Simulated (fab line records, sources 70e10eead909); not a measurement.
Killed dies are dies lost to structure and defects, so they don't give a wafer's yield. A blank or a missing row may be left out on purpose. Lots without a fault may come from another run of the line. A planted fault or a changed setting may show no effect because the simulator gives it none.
Which tool did it? | flow nand_harc | 11 lots, 33 wafers sampled, at 6 steps of a route of 1302

WHAT THE GAUGES READ, wafer by wafer
NHARC_A_M0_CD_MEAS_09: target cd 80 nm. Usual: cd_nm 80.1 nm, standard deviation 0.68.
lot  | measured     | on        | cd_nm (nm)                    | flag
L787 | day 23 10:18 | cd_sem-01 | 80.8 79.8 79.3                |
L788 | day 23 11:02 | cd_sem-01 | 82.0 80.5 81.5                |
L790 | day 23 22:48 | cd_sem-01 | 79.9 79.8 80.7                |
L791 | day 25 09:01 | cd_sem-01 | 79.8 80.7 80.6                |
L794 | day 25 20:26 | cd_sem-02 | 79.4 80.3 79.4                |
L793 | day 25 22:48 | cd_sem-02 | 80.8 80.5 79.1                |
L798 | day 27 05:43 | cd_sem-02 | 80.4 79.7 80.6                |
L804 | day 30 23:01 | cd_sem-01 | 87.2 86.8 87.5 87.3 86.6 87.1 | OFF
L806 | day 31 05:18 | cd_sem-03 | 79.6 78.7 78.5                |
L808 | day 31 07:59 | cd_sem-01 | 81.9 81.0 80.8                |
L805 | day 33 12:05 | cd_sem-01 | 84.1 83.0 84.2 83.8 83.0 84.2 | OFF

NHARC_END_SORT_01. Usual: defect_limited_yield 91.6 %, standard deviation 2.8; killed_at_array 53, standard deviation 19; killed_at_other 0.8, standard deviation 1.2; killed_at_periphery 3.7, standard deviation 2.3; killed_dies 57, standard deviation 19; killed_open 3.2, standard deviation 1.7; killed_short 2.6, standard deviation 1.8; sort_bin_2_pct 3.0 %, standard deviation 1.2; sort_bin_3_pct 0.7 %, standard deviation 0.4; sort_bin_4_pct 4.8 %, standard deviation 1.5; sort_n_pass 620, standard deviation 19; sort_rim_yield_pct 90 %, standard deviation 4.8; sort_yield_pct 91.6 %, standard deviation 2.8.
lot  | measured     | on        | defect_limited_yield (%) | killed_at_array | killed_at_other | killed_at_periphery | killed_dies | killed_open | killed_short | sort_bin_2_pct (%) | sort_bin_3_pct (%) | sort_bin_4_pct (%) | sort_n_pass | sort_rim_yield_pct (%) | sort_yield_pct (%) | flag
L798 | day 28 22:01 | prober-01 | 97.0 96.8 96.0           | 17 19 21        | 1 1 0           | 2 2 6               | 20 22 27    | 1 2 2       | 1 2 4        | 0.6 1.0 1.5        | 0.3 0.1 0.1        | 2.1 2.1 2.4        | 657 655 650 | 100 96 93              | 97.0 96.8 96.0     |
L804 | day 33 12:19 | prober-02 | 93.1 95.1 92.8           | 41 29 40        | 0 0 2           | 6 4 7               | 47 33 49    | 4 3 1       | 1 0 4        | 3.4 1.6 2.1        | 0.7 0.6 0.6        | 2.8 2.7 4.6        | 630 644 628 | 88 88 92               | 93.1 95.1 92.8     |
L805 | day 34 21:26 | prober-01 | 90.7 91.6 90.0           | 60 54 66        | 0 0 0           | 3 3 2               | 63 57 68    | 3 3 5       | 3 3 2        | 3.8 2.5 3.1        | 0.7 1.2 1.0        | 4.7 4.7 5.9        | 614 620 609 | 88 83 95               | 90.7 91.6 90.0     |

WHICH TOOL RAN EACH LOT (tool, then ch and the chambers of the sampled wafers, then the start)
lot  | NHARC_A_BLC_ETCH_18                           | NHARC_A_BLC_PVD_32                      | NHARC_A_BLC_ALD_23                  | NHARC_A_M0_EXPOSE_06
L787 | rie_diel-02 ch 0,3, day 23 08:21 or earlier   | pvd_sputter-01, day 23 08:21 or earlier | ald_metal-01 ch 0,3, day 23 08:21   | arfi_scanner-02 ch 0, day 23 10:10
L788 | rie_diel-05 ch 0,1,2, day 23 08:58 or earlier | pvd_sputter-03, day 23 08:58 or earlier | ald_metal-02 ch 0,1, day 23 08:58   | arfi_scanner-01 ch 0, day 23 10:55
L790 | rie_diel-02 ch 0,2,3, day 23 20:45 or earlier | pvd_sputter-01, day 23 20:45 or earlier | ald_metal-04 ch 0,1,3, day 23 20:45 | arfi_scanner-02 ch 0, day 23 22:40
L791 | rie_diel-02 ch 0,1,3, day 25 06:59 or earlier | pvd_sputter-02, day 25 06:59 or earlier | ald_metal-02 ch 1,2, day 25 06:59   | arfi_scanner-01 ch 0, day 25 08:53
L794 | rie_diel-02 ch 0,2,3, day 25 18:24 or earlier | pvd_sputter-03, day 25 18:24 or earlier | ald_metal-01 ch 0,1,3, day 25 18:24 | arfi_scanner-02 ch 0, day 25 20:18
L793 | rie_diel-02 ch 1,2,3, day 25 20:49 or earlier | pvd_sputter-02, day 25 20:49 or earlier | ald_metal-02 ch 2,3, day 25 20:49   | arfi_scanner-02 ch 0, day 25 22:40
L798 | rie_diel-05 ch 0,3, day 27 03:42 or earlier   | pvd_sputter-01, day 27 03:42 or earlier | ald_metal-02 ch 1,2, day 27 03:42   | arfi_scanner-03 ch 0, day 27 05:34
L804 | rie_diel-05 ch 1,2,3, day 30 21:07 or earlier | pvd_sputter-01, day 30 21:07 or earlier | ald_metal-01 ch 0,1,2, day 30 21:07 | arfi_scanner-01 ch 0, day 30 22:53
L806 | rie_diel-02 ch 0,1, day 31 03:17 or earlier   | pvd_sputter-03, day 31 03:17 or earlier | ald_metal-01 ch 1,2, day 31 03:17   | arfi_scanner-03 ch 0, day 31 05:10
L808 | rie_diel-02 ch 0,1,2, day 31 05:58 or earlier | pvd_sputter-01, day 31 05:58 or earlier | ald_metal-01 ch 0,2, day 31 05:58   | arfi_scanner-02 ch 0, day 31 07:50
L805 | rie_diel-02 ch 0,1, day 33 09:47 or earlier   | pvd_sputter-02, day 33 09:47 or earlier | ald_metal-04 ch 1,2,3, day 33 09:47 | arfi_scanner-01 ch 0, day 33 11:57
- NHARC_A_BLC_ETCH_18: etches the open film in C4F8/O2/Ar, target depth 910 nm.
- NHARC_A_BLC_PVD_32: deposits Ti, target thk 5 nm, time 17.7 s.
- NHARC_A_BLC_ALD_23: deposits TiN, target thk 3 nm, pulse time 1 s, ald cycles 150.
- NHARC_A_M0_EXPOSE_06: exposes mask A M0, target cd 80 nm.

WHAT THE TOOLS THEMSELVES READ (means of the sampled wafers that have a number; where no wafer has one, the mark that the record gives instead)
NHARC_A_BLC_ETCH_18. Usual: oes_product_au 0.957 a.u., standard deviation 0.025; rf_vpp_V 980 V, standard deviation 7.
lot  | tool        | oes_product_au (a.u.) | rf_vpp_V (V) | flag
L787 | rie_diel-02 | 0.936                 | 985          |
L788 | rie_diel-05 | 0.930                 | 981          |
L790 | rie_diel-02 | 0.982                 | 984          |
L791 | rie_diel-02 | 0.977                 | 980          |
L794 | rie_diel-02 | 0.976                 | 984          |
L793 | rie_diel-02 | 0.980                 | 978          |
L798 | rie_diel-05 | 0.973                 | 973          |
L804 | rie_diel-05 | 0.919                 | 977          |
L806 | rie_diel-02 | 0.963                 | 982          |
L808 | rie_diel-02 | 0.985                 | 979          |
L805 | rie_diel-02 | 0.937                 | 981          |

NHARC_A_BLC_PVD_32. Usual: throttle_valve_pct 30.2 %, standard deviation 0.97.
lot  | tool           | throttle_valve_pct (%) | flag
L787 | pvd_sputter-01 | 30.1                   |
L788 | pvd_sputter-03 | 28.4                   |
L790 | pvd_sputter-01 | 30.3                   |
L791 | pvd_sputter-02 | 29.8                   |
L794 | pvd_sputter-03 | 29.7                   |
L793 | pvd_sputter-02 | 29.7                   |
L798 | pvd_sputter-01 | 30.6                   |
L804 | pvd_sputter-01 | 30.5                   |
L806 | pvd_sputter-03 | 28.5                   |
L808 | pvd_sputter-01 | 30.6                   |
L805 | pvd_sputter-02 | 30.0                   |

NHARC_A_BLC_ALD_23. Usual: heater_power_w 1102 W, standard deviation 69; precursor_pulse_height_rel 1.001, standard deviation 0.02.
lot  | tool         | heater_power_w (W) | precursor_pulse_height_rel | flag
L787 | ald_metal-01 | 1067               | 0.980                      |
L788 | ald_metal-02 | 1080               | 0.984                      |
L790 | ald_metal-04 | 1093               | 0.995                      |
L791 | ald_metal-02 | 1037               | 1.003                      |
L794 | ald_metal-01 | 1144               | 1.012                      |
L793 | ald_metal-02 | 1064               | 1.001                      |
L798 | ald_metal-02 | 1083               | 0.988                      |
L804 | ald_metal-01 | 1111               | 1.010                      |
L806 | ald_metal-01 | 1180               | 1.012                      |
L808 | ald_metal-01 | 1082               | 0.991                      |
L805 | ald_metal-04 | 1076               | 1.000                      |

NHARC_A_M0_EXPOSE_06. Usual: exposure_dose_mJ_cm2 83.26, standard deviation 0.078.
lot  | tool            | exposure_dose_mJ_cm2 | flag
L787 | arfi_scanner-02 | 83.33                |
L788 | arfi_scanner-01 | 83.08                |
L790 | arfi_scanner-02 | 83.28                |
L791 | arfi_scanner-01 | 83.33                |
L794 | arfi_scanner-02 | 83.30                |
L793 | arfi_scanner-02 | 83.25                |
L798 | arfi_scanner-03 | 83.30                |
L804 | arfi_scanner-01 | 93.29                | OFF
L806 | arfi_scanner-03 | 83.32                |
L808 | arfi_scanner-02 | 83.29                |
L805 | arfi_scanner-01 | 88.40                | OFF

THE ANSWER, worked out from the rows above alone
Rule: a lot is off if the mean of its wafers that have a number lies more than 3 standard deviations from the usual mean. A lot without any number at a reading at which 4 lots or more have one is off too. The other lots that the step has rows for count as sound. The gauges are gone through in route order, then the tools' own readings, and for those a lot's mean is taken as printed above. The first step at which some lot is off is used, and at that step the reading that is off furthest; a lot without a number counts as furthest.
Off: L804, L805, at NHARC_A_M0_CD_MEAS_09 (cd_nm).
A tool fits if, at a process step before that reading, it ran every lot that is off, and no sound lot after the first of them. The gauges at NHARC_A_M0_CD_MEAS_09 aren't tried: what is off there is off at NHARC_A_M0_EXPOSE_06 too, on other tools, and a gauge's error can't cause that. NHARC_A_BLC_ETCH_18 gives no start for some lots, so the hours and the order of its lots are those of NHARC_A_BLC_ALD_23. NHARC_A_BLC_PVD_32 gives no start for some lots, so the hours and the order of its lots are those of NHARC_A_BLC_ALD_23. One fits: arfi_scanner-01 at NHARC_A_M0_EXPOSE_06. Its last sound lot is L791 (day 25 08:53), its first lot that is off L804 (day 30 22:53): a fault that began between those two fits.
The tool's own readings at NHARC_A_M0_EXPOSE_06 bear it out: on the lots that are off they differ by more than 5 times the standard deviation of the sound lots' means. exposure_dose_mJ_cm2 reads 90.84 there against 83.28 on the sound lots.

WHAT THE SIMULATOR HAD PUT IN
Process parameter drift: arfi_scanner-01, from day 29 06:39 on, at NHARC_A_M0_EXPOSE_06. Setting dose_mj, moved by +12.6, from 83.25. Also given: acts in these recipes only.
Lots struck among those shown: L804, L805. The rule above found the same.
